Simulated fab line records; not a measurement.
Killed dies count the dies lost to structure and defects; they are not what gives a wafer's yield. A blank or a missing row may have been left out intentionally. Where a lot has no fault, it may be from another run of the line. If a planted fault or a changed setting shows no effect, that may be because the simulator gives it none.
Split-lot trial	flow n5-finfet	route with 1938 steps; 7 lots, 21 wafers read

ABOUT THE SPLIT
At N5_BEOL_M1_ETCH_64 (etches SOC in N2/H2, target depth 75 nm, overetch 15 nm, time 112.5 s), the setting source-w was moved away from the recipe's 840 W on 5 of the 21 wafers read, by -13.7% to +7.1%. For the rest of the wafers, this setting stayed at what the recipe calls for.

The reading comes from the split's own step.

THE READING
rf-vpp-V, in V, at N5_BEOL_M1_ETCH_64 (etches SOC in N2/H2, target depth 75 nm, overetch 15 nm, time 112.5 s). Fault-free wafers of this fab line usually give 523 V, standard deviation 3.2 V.

wafer	tool, chamber at the split	source-w as run, W	against the recipe	rf-vpp-V, V	against lot-mates on the recipe
L076.2	rie-diel-02, 1	773	-8.0%	537	+16
L076.5	rie-diel-02, 2	840	recipe	521	-
L076.6	rie-diel-02, 3	773	-8.0%	538	+17
L077.1	rie-diel-03, 0	840	recipe	528	-
L077.3	rie-diel-03, 2	725.1	-13.7%	549	+21
L077.5	rie-diel-03, 1	840	recipe	528	-
L083.3	rie-diel-03, 1	900	+7.1%	516	-7
L083.5	rie-diel-03, 3	840	recipe	520	-
L083.6	rie-diel-03, 0	840	recipe	526	-
L084.2	rie-diel-03, 2	840	recipe	522	-
L084.5	rie-diel-03, 2	840	recipe	523	-
L084.6	rie-diel-03, 3	840	recipe	519	-
L088.4	rie-diel-06, 2	840	recipe	523	-
L088.5	rie-diel-06, 3	840	recipe	523	-
L088.6	rie-diel-06, 2	840	recipe	523	-
L095.2	rie-diel-03, 2	756.5	-9.9%	539	+14
L095.5	rie-diel-03, 1	840	recipe	529	-
L095.6	rie-diel-03, 2	840	recipe	521	-
L097.3	rie-diel-03, 0	840	recipe	527	-
L097.4	rie-diel-03, 0	840	recipe	525	-
L097.5	rie-diel-03, 2	840	recipe	522	-

FIT RESULTS
A straight line over all 21 wafers: rf-vpp-V changes by -1.64 V for each +1% of source-w; r = -0.93; the points scatter about the line by 2.9 V.
The same after taking each lot's own level away (the mean of its wafers on the recipe; 21 wafers): -1.56 V for each +1%; r = -0.95; scatter 2.5 V.
According to that fit, moving source-w by its largest amount changes the reading by 21 V.
The span of the lots' own levels, 521.0 to 528.0 V, comes to 2.2 times the standard deviation stated above.
So the lot-to-lot level changes the slope little: the two slopes agree.
Check: with one of the wafers moved furthest among these (-13.7%) left out of the fit, the line predicts +22.4 V for it against its lot-mates. It came out at +21 V against them.
Tool readings at the split's step, against how far the setting was moved: rf-vpp-V r = -0.93.

OTHER SPLITS ON THESE WAFERS
These wafers also went through other splits before the reading. Each is held against what the fit with the lots' levels taken away leaves over:
other split on the same wafers	wafers away from the commonest value	r with rf-vpp-V (lot level and that fit taken away)
N5_BEOL_M0_TRENCH_ETCH_107 target-depth-a	7	+0.04

FILE'S OWN FIT
rf-vpp-V changes by -1.53 V for each +1% of source-w, r = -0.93.
